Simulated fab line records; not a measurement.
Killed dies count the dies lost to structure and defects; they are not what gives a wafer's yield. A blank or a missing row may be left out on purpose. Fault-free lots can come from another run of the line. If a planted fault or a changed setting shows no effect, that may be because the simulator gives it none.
Chamber matching | flow n5 finfet | N5_BEOL_M4_DEP_57 on pecvd-01: 3 sister chambers
The step deposits SiCN from 3MS/NH3, target thk 8 nm, time 14 s. 3 wafers are shown with their chamber, then 7 later ones without.

WAFERS WITH THEIR CHAMBER
wafer  | chamber | throttle valve pct (%)
L087.5 | 2       | 8.9
L089.3 | 1       | 9.9
L089.5 | 0       | 10.3

WAFERS MISSING THEIR CHAMBER
wafer  | throttle valve pct (%)
L089.6 | 8.6
L092.1 | 9.8
L092.2 | 8.8
L092.6 | 10.3
L097.2 | 8.9
L097.5 | 9.9
L097.6 | 9.1

CHAMBER TAKEN BY EACH
wafer  | from the rows above | in truth
L089.6 | 2                   | 2
L092.1 | 1                   | 1
L092.2 | 2                   | 2
L092.6 | 0                   | 0
L097.2 | 2                   | 2
L097.5 | 1                   | 1
L097.6 | 2                   | 2
Correct placement for 7 of the 7. Can't be placed from these rows: 0. Wrongly placed: 0.
How it was worked out, from the rows above alone: a wafer's distance from a chamber is the root of the sum, over the readings, of the square of ((its reading less the chamber's mean) divided by the reading's scatter). If the next closest chamber is less than 2 further off than the closest, the wafer can't be placed; otherwise it belongs to the closest. The mean given for a chamber averages the wafers shown for that chamber. The scatter: with one shown wafer a chamber, the root of the mean of the squares of how far each hidden wafer lies from its nearest shown one.
